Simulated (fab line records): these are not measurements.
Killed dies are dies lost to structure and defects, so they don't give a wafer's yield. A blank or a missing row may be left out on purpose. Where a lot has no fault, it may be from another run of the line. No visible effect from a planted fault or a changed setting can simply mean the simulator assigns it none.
Which tool did it? + flow nandHarc + Sampling: 12 lots, 36 wafers, 4 of 1302 route steps

## WHAT THE GAUGES READ, wafer by wafer
NHARC_A_STAIRCASE_INSPECT_155.
| lot  | measured     | on               | rawDefectCount |
|------|--------------|------------------|----------------|
| L075 | day 20 00:45 | defectInspect-02 | 466 488 297    |
| L077 | day 20 00:41 | defectInspect-01 | 428 325 382    |
| L078 | day 20 17:09 | defectInspect-02 | 266 268 331    |
| L082 | day 22 04:36 | defectInspect-02 | 269 327 399    |
| L084 | day 23 08:28 | defectInspect-01 | 813 351 476    |
| L083 | day 23 17:17 | defectInspect-02 | 546 524 696    |
| L087 | day 24 17:43 | defectInspect-02 | 256 352 366    |
| L089 | day 25 15:28 | defectInspect-01 | 323 345 385    |
| L090 | day 25 12:37 | defectInspect-01 | 376 360 312    |
| L094 | day 27 06:28 | defectInspect-01 | 402 696 329    |
| L095 | day 27 20:23 | defectInspect-02 | 574 475 476    |
| L097 | day 28 06:26 | defectInspect-02 | 424 422 400    |

## WHICH TOOL RAN EACH LOT (tool, then ch and the chambers of the sampled wafers, then the start)
| lot  | NHARC_A_STAIRCASE_DEP_280       | NHARC_A_STAIRCASE_DEP_151       | NHARC_A_STAIRCASE_CMP_450     |
|------|---------------------------------|---------------------------------|-------------------------------|
| L075 | pecvd-02 ch 0,2, day 17 15:25   | pecvd-03 ch 0,1,2, day 18 15:02 | cmp-04 ch 0,1, day 19 22:55   |
| L077 | pecvd-04 ch 0,1, day 18 01:27   | pecvd-03 ch 0,1,2, day 18 19:26 | cmp-03 ch 0,2,3, day 19 22:44 |
| L078 | pecvd-04 ch 0,2, day 18 11:00   | pecvd-04 ch 0,1,2, day 19 08:31 | cmp-03 ch 0,2,3, day 20 15:22 |
| L082 | pecvd-04 ch 0,1, day 19 16:23   | pecvd-03 ch 0,1, day 20 18:10   | cmp-02 ch 1,2, day 22 02:49   |
| L084 | pecvd-03 ch 1,2, day 20 22:32   | pecvd-03 ch 0,2, day 21 22:51   | cmp-02 ch 0,1,3, day 23 06:42 |
| L083 | pecvd-03 ch 1,2, day 21 07:08   | pecvd-03 ch 1,2, day 22 08:38   | cmp-04 ch 1,3, day 23 15:28   |
| L087 | pecvd-04 ch 1,2, day 22 03:59   | pecvd-04 ch 0,1,2, day 23 03:50 | cmp-02 ch 1,2,3, day 24 14:49 |
| L089 | pecvd-04 ch 0,1,2, day 23 01:22 | pecvd-02 ch 0,2, day 24 01:04   | cmp-03 ch 2,3, day 25 13:37   |
| L090 | pecvd-02 ch 1,2, day 23 11:59   | pecvd-03 ch 0,1, day 24 09:26   | cmp-04 ch 0,3, day 25 10:49   |
| L094 | pecvd-03 ch 0,1,2, day 24 13:08 | pecvd-04 ch 0,1,2, day 25 15:46 | cmp-04 ch 1,2,3, day 27 04:37 |
| L095 | pecvd-03 ch 0,1, day 25 08:32   | pecvd-03 ch 0,1,2, day 26 07:35 | cmp-04 ch 0,2, day 27 18:19   |
| L097 | pecvd-04 ch 0,1, day 25 23:29   | pecvd-04 ch 0,1,2, day 27 02:48 | cmp-04 ch 0,3, day 28 04:15   |
- NHARC_A_STAIRCASE_DEP_280: deposits SiON, target thk 30 nm.
- NHARC_A_STAIRCASE_DEP_151: deposits SiO2, target thk 7200 nm.
- NHARC_A_STAIRCASE_CMP_450: polishes SiO2, target thk 200 nm.

## THE ANSWER, worked out from the rows above alone
Rule: what is usual is taken from the lots themselves. Put in order of their means at a reading, lots are off if they are a third of the lots or fewer, leave a main group of 4 or more, and stand apart from it by a gap of 3 or more times the standard deviation of the main group's means; of several such gaps the widest counts. The tables above print the reading to a certain number of digits; a main group whose means all agree to those digits is not used. Also off: a lot with no number at a reading for which 4 or more lots have one. Where the step has rows for the other lots, those lots are counted as sound.
Across all readings shown, no lot is off: no conclusion can be drawn from this.

## WHAT WAS PUT IN BY THE SIMULATOR
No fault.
